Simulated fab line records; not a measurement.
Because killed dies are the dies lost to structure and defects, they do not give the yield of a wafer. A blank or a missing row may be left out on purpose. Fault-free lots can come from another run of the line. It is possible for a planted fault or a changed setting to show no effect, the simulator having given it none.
A sampling plan put to the test -- flow nand_harc -- each of the 42 faults these records tell of, on one fab line, judged from the records of the lots it struck
The plan consists of the line's own looks: route steps at which the wafer is read by a gauge or an inspection but not changed. A look can be judged if struck wafers have a number there and the file gives its usual mean and standard deviation on fault-free wafers. Caught: at a look after the fault's first step, the mean of the struck wafers lies 4 or more of those standard deviations (sigma) from the usual mean. On the tool: the identical test, applied to the tool's own readings at the steps of the fault. Another recipe on the struck wafers, or a record that is blank for them alone, also counts as caught.

THE FAULTS, as the simulator had put them in
1. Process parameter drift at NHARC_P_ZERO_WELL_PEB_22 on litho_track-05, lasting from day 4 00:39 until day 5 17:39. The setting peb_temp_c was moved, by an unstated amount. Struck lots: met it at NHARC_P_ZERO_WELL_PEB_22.
2. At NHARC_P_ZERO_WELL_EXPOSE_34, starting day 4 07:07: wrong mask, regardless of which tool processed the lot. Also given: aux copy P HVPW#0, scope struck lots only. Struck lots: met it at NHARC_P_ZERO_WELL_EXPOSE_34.
3. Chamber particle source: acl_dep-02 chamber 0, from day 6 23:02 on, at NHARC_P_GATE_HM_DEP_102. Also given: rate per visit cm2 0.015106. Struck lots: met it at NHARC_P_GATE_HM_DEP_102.
4. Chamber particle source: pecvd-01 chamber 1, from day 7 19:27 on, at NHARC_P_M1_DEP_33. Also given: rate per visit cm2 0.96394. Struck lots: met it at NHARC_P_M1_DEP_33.
5. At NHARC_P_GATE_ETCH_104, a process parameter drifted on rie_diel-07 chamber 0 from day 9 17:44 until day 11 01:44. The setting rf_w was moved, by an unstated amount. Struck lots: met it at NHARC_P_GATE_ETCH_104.
6. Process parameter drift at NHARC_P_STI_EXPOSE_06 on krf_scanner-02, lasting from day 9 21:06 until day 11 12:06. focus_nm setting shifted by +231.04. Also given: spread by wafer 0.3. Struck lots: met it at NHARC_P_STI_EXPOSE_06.
7. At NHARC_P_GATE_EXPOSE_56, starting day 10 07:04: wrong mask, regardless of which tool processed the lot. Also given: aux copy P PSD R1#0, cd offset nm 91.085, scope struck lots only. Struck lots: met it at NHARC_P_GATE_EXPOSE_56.
8. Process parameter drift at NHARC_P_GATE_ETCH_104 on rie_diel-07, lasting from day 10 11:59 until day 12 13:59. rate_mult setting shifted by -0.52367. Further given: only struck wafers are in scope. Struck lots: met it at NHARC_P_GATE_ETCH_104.
9. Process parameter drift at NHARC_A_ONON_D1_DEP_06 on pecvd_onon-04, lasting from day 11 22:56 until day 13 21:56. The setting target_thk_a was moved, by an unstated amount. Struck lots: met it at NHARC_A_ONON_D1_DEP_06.
10. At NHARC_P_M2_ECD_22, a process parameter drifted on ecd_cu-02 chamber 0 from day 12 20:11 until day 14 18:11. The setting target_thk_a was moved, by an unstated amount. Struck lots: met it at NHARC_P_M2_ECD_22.
11. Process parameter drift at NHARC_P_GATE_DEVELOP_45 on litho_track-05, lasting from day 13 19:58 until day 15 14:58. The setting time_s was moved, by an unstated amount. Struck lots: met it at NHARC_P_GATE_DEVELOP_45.
12. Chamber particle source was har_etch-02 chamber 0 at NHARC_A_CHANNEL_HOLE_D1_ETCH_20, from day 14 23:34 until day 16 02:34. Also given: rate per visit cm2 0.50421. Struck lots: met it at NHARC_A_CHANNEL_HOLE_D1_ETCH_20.
13. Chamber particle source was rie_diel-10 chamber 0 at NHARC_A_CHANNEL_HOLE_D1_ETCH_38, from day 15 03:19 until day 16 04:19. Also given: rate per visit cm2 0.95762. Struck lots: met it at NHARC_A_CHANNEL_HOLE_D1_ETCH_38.
14. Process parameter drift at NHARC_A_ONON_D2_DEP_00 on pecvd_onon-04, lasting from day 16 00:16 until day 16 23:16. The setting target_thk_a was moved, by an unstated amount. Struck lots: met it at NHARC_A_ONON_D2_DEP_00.
15. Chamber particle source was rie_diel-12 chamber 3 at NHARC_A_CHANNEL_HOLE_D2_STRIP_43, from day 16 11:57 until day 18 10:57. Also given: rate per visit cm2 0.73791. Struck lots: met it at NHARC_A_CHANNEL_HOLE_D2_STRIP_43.
16. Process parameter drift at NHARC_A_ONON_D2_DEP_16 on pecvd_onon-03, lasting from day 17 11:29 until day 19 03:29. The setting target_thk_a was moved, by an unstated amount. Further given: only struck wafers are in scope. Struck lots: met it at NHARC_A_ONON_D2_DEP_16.
17. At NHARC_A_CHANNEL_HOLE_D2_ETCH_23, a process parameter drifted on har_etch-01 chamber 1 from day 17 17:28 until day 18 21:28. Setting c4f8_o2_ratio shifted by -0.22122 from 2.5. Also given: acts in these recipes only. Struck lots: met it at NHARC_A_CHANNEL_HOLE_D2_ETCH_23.
18. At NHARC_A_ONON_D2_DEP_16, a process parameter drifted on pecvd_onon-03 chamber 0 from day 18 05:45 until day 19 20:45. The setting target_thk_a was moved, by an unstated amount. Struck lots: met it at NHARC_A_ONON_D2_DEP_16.
19. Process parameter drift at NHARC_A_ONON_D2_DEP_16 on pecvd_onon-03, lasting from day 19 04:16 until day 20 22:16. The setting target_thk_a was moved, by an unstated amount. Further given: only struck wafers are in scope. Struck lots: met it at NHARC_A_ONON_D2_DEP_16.
20. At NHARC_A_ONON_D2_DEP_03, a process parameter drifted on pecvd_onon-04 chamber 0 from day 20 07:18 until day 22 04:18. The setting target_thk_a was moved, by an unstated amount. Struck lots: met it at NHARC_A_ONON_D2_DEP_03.
21. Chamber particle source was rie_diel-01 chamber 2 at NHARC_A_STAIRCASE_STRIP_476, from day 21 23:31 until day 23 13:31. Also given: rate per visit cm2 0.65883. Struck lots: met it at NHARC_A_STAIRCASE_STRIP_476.
22. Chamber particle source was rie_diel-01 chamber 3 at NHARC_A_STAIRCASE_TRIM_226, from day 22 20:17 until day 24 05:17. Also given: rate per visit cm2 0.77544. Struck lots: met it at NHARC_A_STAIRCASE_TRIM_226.
23. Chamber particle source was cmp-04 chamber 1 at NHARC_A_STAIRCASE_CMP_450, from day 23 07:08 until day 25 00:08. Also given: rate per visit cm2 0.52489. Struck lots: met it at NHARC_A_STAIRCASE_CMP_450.
24. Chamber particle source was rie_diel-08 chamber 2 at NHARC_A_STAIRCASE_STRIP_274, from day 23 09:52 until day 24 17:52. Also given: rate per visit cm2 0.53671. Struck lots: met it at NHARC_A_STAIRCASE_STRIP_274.
25. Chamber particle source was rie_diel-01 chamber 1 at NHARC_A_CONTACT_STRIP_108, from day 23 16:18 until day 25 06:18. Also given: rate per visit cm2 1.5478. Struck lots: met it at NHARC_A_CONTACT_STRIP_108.
26. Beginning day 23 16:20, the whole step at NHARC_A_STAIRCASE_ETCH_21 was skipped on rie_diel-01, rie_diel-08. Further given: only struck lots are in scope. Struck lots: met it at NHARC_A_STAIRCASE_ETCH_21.
27. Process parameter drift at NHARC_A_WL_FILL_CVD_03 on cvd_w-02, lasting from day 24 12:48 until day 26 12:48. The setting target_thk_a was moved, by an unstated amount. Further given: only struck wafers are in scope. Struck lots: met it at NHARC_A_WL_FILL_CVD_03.
28. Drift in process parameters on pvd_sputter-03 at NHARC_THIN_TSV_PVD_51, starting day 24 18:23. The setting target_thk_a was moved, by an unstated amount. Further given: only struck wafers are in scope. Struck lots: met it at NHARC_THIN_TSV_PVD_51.
29. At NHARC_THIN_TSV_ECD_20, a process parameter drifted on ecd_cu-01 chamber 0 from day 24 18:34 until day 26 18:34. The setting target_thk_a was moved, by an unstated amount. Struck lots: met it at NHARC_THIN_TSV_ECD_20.
30. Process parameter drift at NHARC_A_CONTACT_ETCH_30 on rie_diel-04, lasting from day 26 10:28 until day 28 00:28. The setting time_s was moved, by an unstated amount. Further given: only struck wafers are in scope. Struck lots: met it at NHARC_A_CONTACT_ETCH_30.
31. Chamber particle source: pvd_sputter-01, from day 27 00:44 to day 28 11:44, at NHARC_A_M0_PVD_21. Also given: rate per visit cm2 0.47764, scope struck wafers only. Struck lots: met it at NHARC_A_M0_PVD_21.
32. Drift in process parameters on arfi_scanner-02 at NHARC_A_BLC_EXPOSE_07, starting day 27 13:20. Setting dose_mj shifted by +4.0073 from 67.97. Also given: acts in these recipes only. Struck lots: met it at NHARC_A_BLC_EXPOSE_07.
33. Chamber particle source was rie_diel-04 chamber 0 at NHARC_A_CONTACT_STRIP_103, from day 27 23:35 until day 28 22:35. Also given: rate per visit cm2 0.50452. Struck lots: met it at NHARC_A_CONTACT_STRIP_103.
34. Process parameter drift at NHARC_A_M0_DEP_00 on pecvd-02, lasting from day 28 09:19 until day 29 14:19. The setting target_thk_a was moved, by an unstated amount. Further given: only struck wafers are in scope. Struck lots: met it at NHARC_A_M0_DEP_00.
35. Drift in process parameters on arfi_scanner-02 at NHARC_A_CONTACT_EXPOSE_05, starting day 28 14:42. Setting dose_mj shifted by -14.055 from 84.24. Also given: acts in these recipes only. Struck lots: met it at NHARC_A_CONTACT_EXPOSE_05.
36. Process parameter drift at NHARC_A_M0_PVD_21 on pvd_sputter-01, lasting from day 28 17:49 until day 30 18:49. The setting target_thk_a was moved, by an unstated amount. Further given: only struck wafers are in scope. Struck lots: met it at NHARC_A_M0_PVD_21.
37. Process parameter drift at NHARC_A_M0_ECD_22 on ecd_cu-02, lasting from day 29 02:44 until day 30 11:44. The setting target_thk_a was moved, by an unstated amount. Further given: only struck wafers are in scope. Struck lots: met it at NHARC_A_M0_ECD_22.
38. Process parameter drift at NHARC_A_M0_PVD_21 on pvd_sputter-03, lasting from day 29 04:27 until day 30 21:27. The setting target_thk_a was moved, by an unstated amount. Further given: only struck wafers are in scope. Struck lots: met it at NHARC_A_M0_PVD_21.
39. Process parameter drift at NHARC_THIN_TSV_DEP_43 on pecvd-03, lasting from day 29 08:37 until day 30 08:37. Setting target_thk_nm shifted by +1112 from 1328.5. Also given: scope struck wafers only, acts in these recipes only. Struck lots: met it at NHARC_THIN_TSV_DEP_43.
40. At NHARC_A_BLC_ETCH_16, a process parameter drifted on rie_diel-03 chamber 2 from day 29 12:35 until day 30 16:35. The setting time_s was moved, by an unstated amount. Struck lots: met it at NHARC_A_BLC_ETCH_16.
41. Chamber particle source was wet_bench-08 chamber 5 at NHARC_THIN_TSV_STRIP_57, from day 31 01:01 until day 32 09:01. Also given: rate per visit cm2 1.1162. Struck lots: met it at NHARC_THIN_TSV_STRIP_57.
42. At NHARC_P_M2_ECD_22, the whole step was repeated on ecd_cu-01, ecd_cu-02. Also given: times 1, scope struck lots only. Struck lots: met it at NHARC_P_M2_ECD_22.

WHAT THE PLAN SAW
fault,on the tool itself,first look that catches it,"reading, sigma",median hours from its first step to that look,hours from the fault's start to the first struck lot there,judged looks passed uncaught
1,plate_temp_C +34 sigma,none of the 2 looks that can be judged after it,"strongest: cd_nm at NHARC_P_ZERO_WELL_CD_MEAS_24, +2.8",-,-,2
2,under 2 sigma,NHARC_END_SORT_01,killed_at_periphery +99 or beyond,517.1,521,0
3,under 2 sigma,none of the 2 looks that can be judged after it,"strongest: raw_defect_count at NHARC_P_GATE_INSPECT_28, +2.6",-,-,2
4,under 2 sigma,NHARC_P_M2_INSPECT_11,raw_defect_count +99 or beyond,1.3,6,2
5,rf_fwd_power_W +72 sigma,NHARC_P_GATE_CD_MEAS_33,cd_nm -4.6,0.8,33,0
6,exposure_dose_mJ_cm2 +6.5 sigma,none of the 2 looks that can be judged after it,"strongest: trench_foot_cd_nm at NHARC_P_STI_OCD_MEAS_17, -3.8",-,-,2
7,no reading that can be judged,NHARC_P_GATE_CD_MEAS_59,cd_nm +46,0.2,5,0
8,oes_product_au -13 sigma,not the one look that can be judged after it,-,-,-,1
9,no reading that can be judged,NHARC_A_ONON_D1_THK_MEAS_08,thk_nm +55,0.5,8,0
10,under 2 sigma,NHARC_P_M2_THK_MEAS_24,thk_nm -25,0.9,8,0
11,no reading that can be judged,NHARC_END_SORT_01,killed_at_periphery +99 or beyond,472.1,484,0
12,under 2 sigma,NHARC_A_CHANNEL_HOLE_D1_INSPECT_40,raw_defect_count +11,5.6,11,1
13,under 2 sigma,NHARC_A_CHANNEL_HOLE_D1_INSPECT_40,raw_defect_count +21,7.0,32,0
14,no reading that can be judged,NHARC_A_ONON_D2_THK_MEAS_02,thk_nm -5.6,0.5,0,0
15,no reading that can be judged,NHARC_A_CHANNEL_HOLE_D2_INSPECT_40,raw_defect_count +6.2,1.1,24,0
16,no reading that can be judged,NHARC_A_ONON_D2_THK_MEAS_18,thk_nm +54,0.4,30,0
17,under 2 sigma,not the one look that can be judged after it,-,-,-,1
18,no reading that can be judged,NHARC_A_ONON_D2_THK_MEAS_18,thk_nm +62,0.5,11,0
19,no reading that can be judged,NHARC_A_ONON_D2_THK_MEAS_18,thk_nm +13,0.4,12,0
20,no reading that can be judged,NHARC_A_ONON_D2_THK_MEAS_05,thk_nm +77,0.4,6,0
21,under 2 sigma,not the one look that can be judged after it,"strongest: killed_at_array at NHARC_END_SORT_01, +3.8",-,-,1
22,only faintly: oes_product_au -2.1 sigma,NHARC_END_SORT_01,killed_dies +6.2,197.3,198,0
23,under 2 sigma,NHARC_END_SORT_01,killed_at_array +21,133.4,141,2
24,under 2 sigma,NHARC_END_SORT_01,killed_dies +4.7,178.8,204,0
25,no reading that can be judged,NHARC_END_SORT_01,killed_at_array +9.6,50.9,59,1
26,the tool's record is blank for the struck wafers,NHARC_END_SORT_01,killed_dies +63,222.5,195,0
27,under 2 sigma,NHARC_END_SORT_01,killed_at_array +22,93.8,137,1
28,under 2 sigma,NHARC_END_SORT_01,killed_at_other +99 or beyond,15.3,30,0
29,no reading that can be judged,NHARC_END_SORT_01,killed_at_other +99 or beyond,15.5,23,0
30,run_length_s -17 sigma,NHARC_END_SORT_01,killed_at_array +20,54.9,65,0
31,under 2 sigma,NHARC_END_SORT_01,sort_bin_2_pct +5.7,40.9,50,1
32,exposure_dose_mJ_cm2 +6.1 sigma,NHARC_A_BLC_CD_MEAS_10,cd_nm +4.1,0.1,11,0
33,no reading that can be judged,NHARC_END_SORT_01,killed_dies +6.3,60.6,75,0
34,no reading that can be judged,NHARC_END_SORT_01,sort_bin_2_pct +99 or beyond,45.9,64,0
35,exposure_dose_mJ_cm2 -19 sigma,NHARC_A_CONTACT_CD_MEAS_08,cd_nm -16,0.1,14,0
36,under 2 sigma,NHARC_END_SORT_01,sort_bin_2_pct +99 or beyond,38.4,76,0
37,under 2 sigma,not the one look that can be judged after it,-,-,-,1
38,under 2 sigma,NHARC_END_SORT_01,sort_bin_2_pct +99 or beyond,41.0,52,0
39,under 2 sigma,NHARC_END_SORT_01,killed_at_other +99 or beyond,18.0,21,0
40,run_length_s -99 or beyond sigma,NHARC_END_SORT_01,killed_at_array +63,42.9,55,0
41,under 2 sigma,NHARC_THIN_TSV_INSPECT_40,raw_defect_count +10,3.7,4,0
42,no reading that can be judged,not the one look that can be judged after it,-,-,-,1
Dash: fault not caught, or number not given in these records.

Caught at a look: 34 of 42. Caught on the tool: 9 of 42. By one or the other: 37 of 42.
Caught on the tool alone: faults 1, 6, 8.
Caught at a look alone: faults 2, 4, 7, 9, 10, 11, 12, 13, 14, 15, 16, 18, 19, 20, 22, 23, 24, 25, 27, 28, 29, 31, 33, 34, 36, 38, 39, 41.
Caught by neither: faults 3, 17, 21, 37, 42.

THINNER SAMPLING
In the worst case, this is how late the first struck lot would be measured if the look that catches a fault measured only every second or every third lot, by lot number:
fault,"struck lots at that look, in order of time",every lot,every second lot,every third lot
2,L998,521 h,may miss it,may miss it
4,L282,6 h,may miss it,may miss it
5,L697,33 h,may miss it,may miss it
7,L676,5 h,may miss it,may miss it
9,"L855, L857",8 h,may miss all 2,may miss all 2
10,"L731, L733",8 h,may miss all 2,may miss all 2
11,"L334, L332",484 h,may miss all 2,may miss all 2
12,"L157, L159",11 h,may miss all 2,may miss all 2
13,L365,32 h,may miss it,may miss it
14,"L694, L696",0 h,may miss all 2,may miss all 2
15,"L784, L788",24 h,may miss all 2,may miss all 2
16,L843,30 h,may miss it,may miss it
18,"L698, L699",11 h,35 h,may miss all 2
19,"L363, L365, L366",12 h,31 h,may miss all 3
20,"L572, L573",6 h,34 h,may miss all 2
22,L246,198 h,may miss it,may miss it
23,L428,141 h,may miss it,may miss it
24,"L508, L507",204 h,205 h,may miss all 2
25,"L618, L617",59 h,63 h,may miss all 2
26,"L733, L735, L734",195 h,260 h,260 h
27,"L590, L588",137 h,may miss all 2,may miss all 2
28,L614,30 h,may miss it,may miss it
29,"L105, L107, L106",23 h,36 h,36 h
30,L171,65 h,may miss it,may miss it
31,"L406, L407",50 h,51 h,may miss all 2
32,"L633, L636",11 h,35 h,may miss all 2
33,L336,75 h,may miss it,may miss it
34,L535,64 h,may miss it,may miss it
35,"L560, L562",14 h,may miss all 2,may miss all 2
36,L319,76 h,may miss it,may miss it
38,"L713, L715",52 h,may miss all 2,may miss all 2
39,"L495, L493",21 h,may miss all 2,may miss all 2
40,L928,55 h,may miss it,may miss it
41,"L628, L629",4 h,15 h,may miss all 2
Hours: fault start to first struck lot measured. Since the struck wafers were tested as one group against 4 sigma, a single lot by itself may lie under the limit. Other struck lots may not be in these records.

THE LONGEST TIMED WAY FROM STEP TO LOOK
For fault 2, NHARC_P_ZERO_WELL_EXPOSE_34 and NHARC_END_SORT_01 are separated by a median of 517.1 hours. No look between them can be judged.
